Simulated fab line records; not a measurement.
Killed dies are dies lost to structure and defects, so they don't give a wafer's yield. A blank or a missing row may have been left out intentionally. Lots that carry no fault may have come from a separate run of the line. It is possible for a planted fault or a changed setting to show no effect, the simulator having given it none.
fab line records	flow n5-finfet	part 2 of 2: steps 4 to 6 of 6
record: lots: 22	wafers: 66	last-day: 18
route steps=1938 shown PMOS_HMC_CHANNEL_EPI@81 FIN_SAQP@121
lots that met no fault: taken from a fault-free run of the same line
start-h: the number of hours between the record's first day and the start of the first shown wafer of the lot	wait-h: hours since the lot's step before	" unchanged from the row above	L1.1+2: one row covering several wafers at once	- value missing, or start not given	* or withheld: withheld	< > ~ a bound
route shown NAME@n: a module of which the file shows steps, and the number in the route of the first	usual: average and standard deviation across the fault-free wafers	same: alike in all rows	chamber/n: place in a boat	sites: each site's reading	_std_site: the standard deviation of these	_edge_site: the outer-site mean with the inner-site mean subtracted	radius-mm: how far each site lies from the wafer's centre	mask NAME#n: copy n	behind: the last tool/chamber to shape the wafer	hold: why the lot was held/for how many hours/how that ended	device: transistor that didn't switch, given as n, p or np	end of line: tests of these same wafers at the route's end	a step with no rows: only its recipe	killed: the dies lost at the first sort to structure and to defects; this is not the yield of the wafer	map: a wafer's dies, x killed, . not, _ none there
set.NAME: the setting the step ran with; set.NAME@STEP: the setting that earlier step ran with	model.NAME: the simulator's own value behind a step, which no gauge read
route steps across a sampled set of lots; one table per step, one row per wafer
services: when a tool's chamber went out of use (start-h, in hours from the record's first day, below 0 if earlier), for how many hours, and the reason
== steps ==
step: N5_FIN_SAQP_HM_OPEN_33
recipe: chemistry: CH3F/O2	target: SiNx	mask-material: SiO2	target-depth-a: 494	time-s: 70.6	pressure-mtorr: 30	source-w: 395	bias-w: 73	Ar_flow_sccm: 150	CH3F_flow_sccm: 30	O2_flow_sccm: 20	ion-energy-ev: 120	ends: cleared
usual: bias-w: 73.00/0.21	drypump-motor-current-A: 5.9/0.32	etch-rf-on-time-s: 69.9/1.3	oes-product-au: 0.65/0.063	rf-vpp-V: 296.0/2.8	showerhead-plenum-p-Torr: 1.98/0.086	throttle-valve-pct: 16.44/0.23
lot.wafer	tool	chamber	start-h	wait-h	bias-w	drypump-motor-current-A	etch-rf-on-time-s	oes-product-au	rf-hours-counter-h	rf-vpp-V	showerhead-plenum-p-Torr	throttle-valve-pct
L074.3	rie-diel-03	0	26.16	0.0	73.34	5.6	68.8	0.64	159	294.6	1.99	16.18
L074.4	"	3	"	"	73.34	6.1	68.7	0.71	68	298.3	2.12	16.54
L074.5	"	1	"	"	72.76	5.9	72.3	0.60	-	297.3	2.06	16.80
L076.2	rie-diel-03	0	37.87	0.1	72.75	5.5	69.7	0.64	164	295.1	1.99	16.19
L076.3	"	2	"	"	73.11	6.2	70.0	0.68	111	295.8	1.86	16.50
L076.4	"	2	"	"	73.06	6.2	70.5	0.69	-	296.7	1.86	16.51
L077.1	rie-diel-05	1	45.46	0.0	72.85	5.9	68.5	0.61	169	298.1	1.91	16.05
L077.3	"	2	"	"	72.92	5.4	67.8	0.60	230	292.0	1.89	16.45
L077.4	"	3	"	"	73.12	5.8	70.8	0.61	224	296.6	1.90	16.39
L078.1	rie-diel-03	1	51.49	0.0	73.26	5.9	70.6	0.59	214	298.4	2.06	16.81
L078.2	"	3	"	"	72.81	6.1	70.7	0.69	77	296.8	2.12	16.55
L078.5	"	2	"	"	73.03	6.2	70.2	0.66	-	295.6	1.86	16.50
L079.2	rie-diel-03	2	56.21	0.0	72.77	6.1	70.1	0.67	118	296.3	1.85	16.52
L079.4	"	0	"	"	72.74	5.5	71.1	0.64	-	294.4	1.99	16.20
L079.6	"	1	"	"	73.01	5.9	70.6	0.59	-	298.2	2.06	16.84
L080.1	rie-diel-03	0	63.78	0.0	72.67	5.5	68.6	0.63	174	295.5	1.99	16.21
L080.2	"	2	"	"	73.09	6.2	69.2	0.67	121	295.6	1.85	16.52
L080.4	"	1	"	"	73.26	5.9	71.3	0.60	-	297.5	2.06	16.82
L081.1	rie-diel-03	2	68.61	0.0	72.84	6.2	70.6	0.66	123	296.8	1.85	16.53
L081.3	"	1	"	"	72.84	5.9	71.1	0.60	221	297.0	2.06	16.83
L081.6	"	1	"	"	72.89	5.9	71.6	0.60	-	296.5	2.06	16.82
L082.1	rie-diel-03	1	74.42	0.0	72.85	5.9	70.3	0.60	223	297.4	2.06	16.85
L082.3	"	0	"	"	73.07	5.6	69.8	0.63	179	296.8	1.99	16.20
L082.5	"	2	"	"	72.97	6.2	70.6	0.67	-	297.3	1.85	16.51
L083.1	rie-diel-03	0	79.53	0.1	73.27	5.6	69.6	0.62	181	295.0	1.99	16.22
L083.3	"	1	"	"	72.65	5.9	70.0	0.59	225	296.3	2.06	16.86
L083.4	"	1	"	"	72.72	5.9	72.0	0.59	-	298.4	2.06	16.86
L084.1	rie-diel-03	2	85.80	0.0	73.03	6.2	71.2	0.66	131	296.8	1.85	16.54
L084.3	"	1	"	"	72.89	5.9	71.1	0.59	228	296.2	2.06	16.84
L084.6	"	0	"	"	73.21	5.6	72.1	0.62	-	294.9	1.99	16.24
L085.3	rie-diel-06	3	92.24	0.0	72.97	6.5	67.8	0.60	233	303.0	1.97	16.48
L085.4	"	2	"	"	73.11	6.3	69.7	0.60	-	292.4	1.98	16.46
L085.5	"	0	"	"	73.21	5.8	69.6	0.74	-	291.6	1.94	16.10
L086.4	rie-diel-06	3	101.99	0.1	73.36	6.4	68.3	0.60	-	301.1	1.97	16.50
L086.5	"	0	"	"	73.11	5.8	69.7	0.73	-	291.8	1.94	16.10
L086.6	"	2	"	"	73.03	6.2	70.1	0.60	-	292.5	1.98	16.46
L087.1	rie-diel-06	0	105.55	0.1	73.14	5.8	68.4	0.73	69	290.8	1.94	16.10
L087.2	"	2	"	"	72.72	6.3	68.2	0.60	221	291.1	1.98	16.47
L087.5	"	0	"	"	73.29	5.8	70.3	0.73	-	291.1	1.94	16.11
L088.2	rie-diel-06	2	110.04	0.1	73.03	6.3	68.3	0.59	223	293.4	1.97	16.46
L088.4	"	2	"	"	72.82	6.3	70.9	0.60	-	291.8	1.97	16.48
L088.5	"	3	"	"	73.29	6.4	69.7	0.59	-	301.2	1.97	16.50
L089.1	rie-diel-06	2	115.75	0.0	72.94	6.3	68.8	0.60	225	292.6	1.97	16.50
L089.5	"	1	"	"	72.81	5.4	67.9	0.85	-	297.6	2.13	16.04
L089.6	"	0	"	"	72.70	5.8	70.2	0.73	-	291.2	1.94	16.11
L090.1	rie-diel-03	0	126.04	0.1	73.22	5.5	70.1	0.61	199	294.5	1.98	16.27
L090.2	"	3	"	"	73.23	6.1	69.5	0.68	90	299.6	2.11	16.55
L090.5	"	0	"	"	72.78	5.5	71.0	0.62	-	294.7	1.98	16.27
L091.2	rie-diel-06	2	129.50	0.4	73.25	6.2	70.2	0.59	233	292.0	1.97	16.49
L091.3	"	0	"	"	72.97	5.8	69.2	0.71	81	291.4	1.93	16.11
L091.6	"	2	"	"	73.03	6.3	70.3	0.59	-	291.9	1.97	16.49
L092.1	rie-diel-03	0	136.14	0.0	72.56	5.5	70.4	0.61	205	294.6	1.98	16.26
L092.3	"	2	"	"	72.80	6.2	70.4	0.65	150	296.0	1.84	16.57
L092.4	"	3	"	"	73.29	6.1	69.0	0.68	95	298.1	2.11	16.57
L093.3	rie-diel-06	2	143.32	0.2	72.67	6.3	70.6	0.58	241	293.0	1.97	16.51
L093.5	"	0	"	"	72.87	5.8	71.5	0.71	-	291.7	1.93	16.13
L093.6	"	1	"	"	72.79	5.4	69.5	0.79	-	295.5	2.12	16.08
L094.1	rie-diel-03	0	147.79	0.2	73.20	5.5	70.8	0.60	210	296.2	1.98	16.29
L094.2	"	2	"	"	72.96	6.1	69.2	0.64	156	297.1	1.84	16.58
L094.6	"	2	"	"	72.98	6.1	70.4	0.65	-	295.3	1.84	16.57
L095.2	rie-diel-03	3	154.33	0.0	73.23	6.1	68.0	0.67	105	298.0	2.11	16.58
L095.3	"	0	"	"	72.60	5.6	69.0	0.61	215	295.7	1.98	16.28
L095.5	"	3	"	"	73.20	6.1	69.5	0.67	-	298.9	2.11	16.60
L096.1	rie-diel-03	3	161.94	0.4	72.96	6.2	69.7	0.67	109	299.2	2.11	16.60
L096.2	"	1	"	"	73.25	5.9	68.3	0.84	3	296.8	2.05	16.46
L096.4	"	3	"	"	72.99	6.1	70.2	0.67	-	297.5	2.11	16.60
step: N5_FIN_SAQP_STRIP_77
recipe: chemistry: N2/H2	time-s: 90	power-w: 100	temp-c: 40	pressure-mtorr: 100	rf-frequency-hz: 6e+07	bias-power-w: 3	n2-flow-sccm: 300	h2-flow-sccm: 300
usual: drypump-motor-current-A: 6.0/0.32	oes-product-au: 0.76/0.075	rf-vpp-V: 45.2/0.83	showerhead-plenum-p-Torr: 3.35/0.14	throttle-valve-pct: 12.32/0.24
lot.wafer	tool	chamber	start-h	wait-h	drypump-motor-current-A	oes-product-au	rf-hours-counter-h	rf-vpp-V	showerhead-plenum-p-Torr	throttle-valve-pct
L074.3	rie-diel-03	0	26.25	0.0	5.5	0.74	159	45.7	3.37	12.10
L074.4	"	3	"	"	6.2	0.83	68	46.7	3.56	12.22
L074.5	"	1	"	"	5.9	0.70	-	45.5	3.49	12.74
L076.2	rie-diel-03	0	37.97	0.0	5.6	0.74	164	45.3	3.37	12.11
L076.3	"	2	"	"	6.2	0.79	111	45.5	3.15	12.31
L076.4	"	2	"	"	6.1	0.80	-	45.8	3.15	12.31
L077.1	rie-diel-05	1	45.55	0.0	5.9	0.71	169	44.0	3.23	11.97
L077.3	"	2	"	"	5.4	0.70	230	46.3	3.20	12.37
L077.4	"	3	"	"	5.8	0.71	225	45.2	3.21	12.25
L078.1	rie-diel-03	1	51.58	0.0	5.9	0.70	214	45.4	3.49	12.77
L078.2	"	3	"	"	6.2	0.82	77	46.0	3.56	12.25
L078.5	"	2	"	"	6.2	0.79	-	44.1	3.14	12.30
L079.2	rie-diel-03	2	56.30	0.0	6.1	0.79	118	45.2	3.14	12.31
L079.4	"	0	"	"	5.6	0.74	-	45.2	3.37	12.14
L079.6	"	1	"	"	5.9	0.70	-	45.6	3.48	12.77
L080.1	rie-diel-03	0	63.87	0.0	5.6	0.73	174	46.9	3.36	12.13
L080.2	"	2	"	"	6.2	0.79	121	45.9	3.14	12.32
L080.4	"	1	"	"	6.0	0.69	-	45.1	3.48	12.77
L081.1	rie-diel-03	2	68.71	0.0	6.2	0.79	124	43.7	3.14	12.35
L081.3	"	1	"	"	5.9	0.69	221	46.2	3.48	12.78
L081.6	"	1	"	"	5.9	0.69	-	45.1	3.48	12.78
L082.1	rie-diel-03	1	74.51	0.0	5.9	0.70	223	44.7	3.48	12.78
L082.3	"	0	"	"	5.6	0.74	179	44.2	3.36	12.13
L082.5	"	2	"	"	6.1	0.79	-	44.0	3.14	12.35
L083.1	rie-diel-03	0	79.62	0.0	5.6	0.73	181	47.7	3.36	12.15
L083.3	"	1	"	"	5.9	0.69	225	46.1	3.48	12.79
L083.4	"	1	"	"	5.9	0.69	-	44.7	3.48	12.78
L084.1	rie-diel-03	2	85.89	0.0	6.1	0.79	131	44.2	3.14	12.35
L084.3	"	1	"	"	5.9	0.69	228	45.7	3.48	12.79
L084.6	"	0	"	"	5.5	0.73	-	45.6	3.36	12.14
L085.3	rie-diel-06	3	92.34	0.0	6.5	0.69	233	45.8	3.34	12.47
L085.4	"	2	"	"	6.3	0.70	-	46.0	3.35	12.44
L085.5	"	0	"	"	5.8	0.87	-	46.0	3.29	11.97
L086.4	rie-diel-06	3	102.09	0.0	6.5	0.70	-	45.1	3.34	12.51
L086.5	"	0	"	"	5.8	0.85	-	46.5	3.28	11.98
L086.6	"	2	"	"	6.3	0.70	-	45.8	3.34	12.45
L087.1	rie-diel-06	0	105.64	0.0	5.8	0.86	69	44.5	3.28	11.98
L087.2	"	2	"	"	6.3	0.70	221	45.0	3.34	12.45
L087.5	"	0	"	"	5.8	0.85	-	44.9	3.28	11.98
L088.2	rie-diel-06	2	110.13	0.0	6.3	0.70	223	45.4	3.34	12.46
L088.4	"	2	"	"	6.3	0.69	-	44.1	3.34	12.45
L088.5	"	3	"	"	6.5	0.69	-	43.5	3.34	12.51
L089.1	rie-diel-06	2	115.85	0.0	6.3	0.70	225	45.1	3.34	12.46
L089.5	"	1	"	"	5.4	0.99	-	45.5	3.60	12.00
L089.6	"	0	"	"	5.8	0.85	-	46.3	3.28	12.00
L090.1	rie-diel-03	0	126.13	0.0	5.5	0.71	199	46.5	3.35	12.18
L090.2	"	3	"	"	6.2	0.80	91	45.9	3.55	12.27
L090.5	"	0	"	"	5.5	0.71	-	46.0	3.35	12.20
L091.2	rie-diel-06	2	129.59	0.0	6.3	0.70	233	44.0	3.34	12.49
L091.3	"	0	"	"	5.8	0.83	81	45.9	3.28	12.01
L091.6	"	2	"	"	6.3	0.69	-	45.0	3.34	12.48
L092.1	rie-diel-03	0	136.23	0.0	5.6	0.71	205	44.8	3.35	12.20
L092.3	"	2	"	"	6.1	0.76	150	45.0	3.13	12.42
L092.4	"	3	"	"	6.1	0.80	95	45.2	3.55	12.31
L093.3	rie-diel-06	2	143.41	0.0	6.3	0.69	241	46.6	3.33	12.50
L093.5	"	0	"	"	5.8	0.84	-	45.2	3.27	12.02
L093.6	"	1	"	"	5.3	0.94	-	46.3	3.59	12.05
L094.1	rie-diel-03	0	147.88	0.0	5.6	0.71	211	46.2	3.35	12.21
L094.2	"	2	"	"	6.2	0.75	156	45.1	3.12	12.41
L094.6	"	2	"	"	6.1	0.76	-	45.4	3.12	12.43
L095.2	rie-diel-03	3	154.42	0.0	6.2	0.78	105	45.8	3.54	12.31
L095.3	"	0	"	"	5.6	0.69	215	45.9	3.34	12.23
L095.5	"	3	"	"	6.2	0.78	-	46.0	3.54	12.33
L096.1	rie-diel-03	3	162.03	0.0	6.2	0.78	109	46.2	3.54	12.33
L096.2	"	1	"	"	5.9	0.98	3	44.5	3.46	12.22
L096.4	"	3	"	"	6.2	0.78	-	45.0	3.54	12.34
step: N5_FIN_SAQP_HM_CD_35
recipe: target-cd-nm: 8	polarity: line
usual: cd-nm: 8.12/0.2
lot.wafer	tool	chamber	start-h	wait-h	cd-nm
L074.3	cd-sem-01	-	26.38	0.1	8.19
L074.4	"	-	"	"	8.30
L074.5	"	-	"	"	8.26
L076.2	cd-sem-02	-	38.09	0.1	8.15
L076.3	"	-	"	"	8.09
L076.4	"	-	"	"	7.94
L077.1	cd-sem-01	-	45.67	0.1	8.15
L077.3	"	-	"	"	8.40
L077.4	"	-	"	"	8.30
L078.1	cd-sem-02	-	51.71	0.1	7.79
L078.2	"	-	"	"	8.19
L078.5	"	-	"	"	8.20
L079.2	cd-sem-02	-	56.43	0.1	8.48
L079.4	"	-	"	"	8.16
L079.6	"	-	"	"	8.15
L080.1	cd-sem-02	-	64.00	0.1	8.05
L080.2	"	-	"	"	8.14
L080.4	"	-	"	"	8.15
L081.1	cd-sem-02	-	68.83	0.1	8.30
L081.3	"	-	"	"	8.15
L081.6	"	-	"	"	8.31
L082.1	cd-sem-01	-	74.64	0.1	8.03
L082.3	"	-	"	"	7.84
L082.5	"	-	"	"	7.83
L083.1	cd-sem-01	-	79.74	0.1	8.04
L083.3	"	-	"	"	8.28
L083.4	"	-	"	"	8.25
L084.1	cd-sem-01	-	86.02	0.1	8.10
L084.3	"	-	"	"	7.85
L084.6	"	-	"	"	7.93
L085.3	cd-sem-03	-	92.47	0.1	7.95
L085.4	"	-	"	"	7.97
L085.5	"	-	"	"	7.95
L086.4	cd-sem-01	-	102.18	0.0	8.36
L086.5	"	-	"	"	8.24
L086.6	"	-	"	"	8.14
L087.1	cd-sem-03	-	105.77	0.1	8.10
L087.2	"	-	"	"	8.10
L087.5	"	-	"	"	8.05
L088.2	cd-sem-02	-	110.26	0.1	8.10
L088.4	"	-	"	"	8.17
L088.5	"	-	"	"	8.23
L089.1	cd-sem-03	-	115.97	0.1	8.04
L089.5	"	-	"	"	8.34
L089.6	"	-	"	"	7.94
L090.1	cd-sem-03	-	126.25	0.1	8.44
L090.2	"	-	"	"	8.18
L090.5	"	-	"	"	8.32
L091.2	cd-sem-01	-	129.72	0.1	7.87
L091.3	"	-	"	"	7.89
L091.6	"	-	"	"	7.91
L092.1	cd-sem-03	-	136.36	0.1	8.05
L092.3	"	-	"	"	7.96
L092.4	"	-	"	"	7.91
L093.3	cd-sem-03	-	143.54	0.1	7.92
L093.5	"	-	"	"	8.34
L093.6	"	-	"	"	7.85
L094.1	cd-sem-02	-	148.00	0.1	8.50
L094.2	"	-	"	"	8.43
L094.6	"	-	"	"	7.92
L095.2	cd-sem-02	-	154.55	0.1	8.12
L095.3	"	-	"	"	8.23
L095.5	"	-	"	"	7.97
L096.1	cd-sem-01	-	162.15	0.1	8.56
L096.2	"	-	"	"	8.18
L096.4	"	-	"	"	7.86
== services ==
tool	chamber	start-h	hours	kind
rie-diel-05	-	-0.55	2.8	pm
rie-si-03	-	7.76	2.8	pm
rie-si-06	3	24.06	5.7	repair
rie-diel-03	1	31.15	8.8	repair
cmp-03	-	47.75	1.2	repair
rie-diel-05	-	47.80	1.1	repair
rie-si-01	0	47.97	5.0	repair
cmp-02	-	52.81	6.3	pm
rie-diel-03	3	54.33	32.3	repair
cmp-04	-	56.85	4.0	pm
cmp-03	-	84.90	0.5	repair
cmp-02	-	101.97	2.8	repair
cmp-02	-	109.63	1.5	repair
rie-diel-05	-	117.79	14.6	pm
cmp-03	-	124.93	8.8	repair
cmp-04	-	130.10	0.3	repair
rie-diel-06	0	131.83	6.3	repair
cmp-03	-	140.06	5.0	pm
rie-diel-05	-	143.02	12.1	repair
rie-si-06	2	149.47	39.4	repair
rie-si-06	1	152.53	3.0	repair
rie-si-03	-	153.58	0.2	repair
cmp-04	-	159.45	7.9	repair
rie-diel-03	0	160.20	1.9	repair
